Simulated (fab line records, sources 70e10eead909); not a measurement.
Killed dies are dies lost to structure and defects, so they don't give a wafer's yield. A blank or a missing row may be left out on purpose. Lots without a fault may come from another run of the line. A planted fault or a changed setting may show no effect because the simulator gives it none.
One fault seen from 2 desks | flow nand_harc | each desk has only its own numbers; what lay behind them comes last

THE TOOL OWNER'S DESK: cmp-03
The tool's own readings at NHARC_P_M0_CMP_23 (polishes, t overpolish 20 s, target thk 117.54 nm): means of the sampled wafers that have a number, for each lot that ran on this tool. A lot is out of limits, marked OUT, if its mean lies more than 4 standard deviations from the usual mean; the brackets give that distance.
Columns: A = motor_current_A at NHARC_P_M0_CMP_23, usual 12.5 A; B = retaining_ring_pressure_frac at NHARC_P_M0_CMP_23, usual 1.000; C = slurry_filter_dp_kPa at NHARC_P_M0_CMP_23, usual 13.49 kPa; D = time_to_endpoint_s at NHARC_P_M0_CMP_23, usual 29 s
lot  | first seen here | A    | B     | C     | D
L972 | day 6 14:59     | 12.7 | 1.003 | 13.53 | 26
L987 | day 12 22:41    | 12.0 | 0.996 | 13.61 | 23
L988 | day 13 06:34    | 11.9 | 0.994 | 13.62 | 28
This desk's finding: nothing out of limits on any of the 3 lots.

THE METROLOGY DESK
What the gauges read, lot by lot, whatever tool the lot ran on: means of the sampled wafers that have a number. A lot is out of limits, marked OUT, if its mean lies more than 4 standard deviations from the usual mean; the brackets give that distance.
Columns: A = cd_nm at NHARC_P_M0_CD_MEAS_09, usual 90.0 nm; B = thk_nm at NHARC_P_M0_THK_MEAS_24, usual 117.8 nm
lot  | first seen here | A    | B
L971 | day 6 00:20     | 91.4 | 118.7
L972 | day 6 12:45     | 89.5 | 115.5
L974 | day 7 11:56     | 91.8 | 117.2
L976 | day 8 00:08     | 91.3 | 118.4
L977 | day 8 16:08     | 88.6 | 117.6
L979 | day 9 08:43     | 89.0 | 117.9
L980 | day 10 04:07    | 89.1 | 119.1
L987 | day 12 20:24    | 91.2 | 113.8
L988 | day 13 04:22    | 89.2 | 116.8
L989 | day 13 11:58    | 89.7 | 117.7
L993 | day 15 06:23    | 89.0 | 117.2
L994 | day 15 17:55    | 91.3 | 117.8
This desk's finding: nothing out of limits on any of the 12 lots.

PUT TOGETHER
The tool owner's desk saw nothing out of limits.
The metrology desk saw nothing out of limits.

WHAT THE SIMULATOR HAD PUT IN
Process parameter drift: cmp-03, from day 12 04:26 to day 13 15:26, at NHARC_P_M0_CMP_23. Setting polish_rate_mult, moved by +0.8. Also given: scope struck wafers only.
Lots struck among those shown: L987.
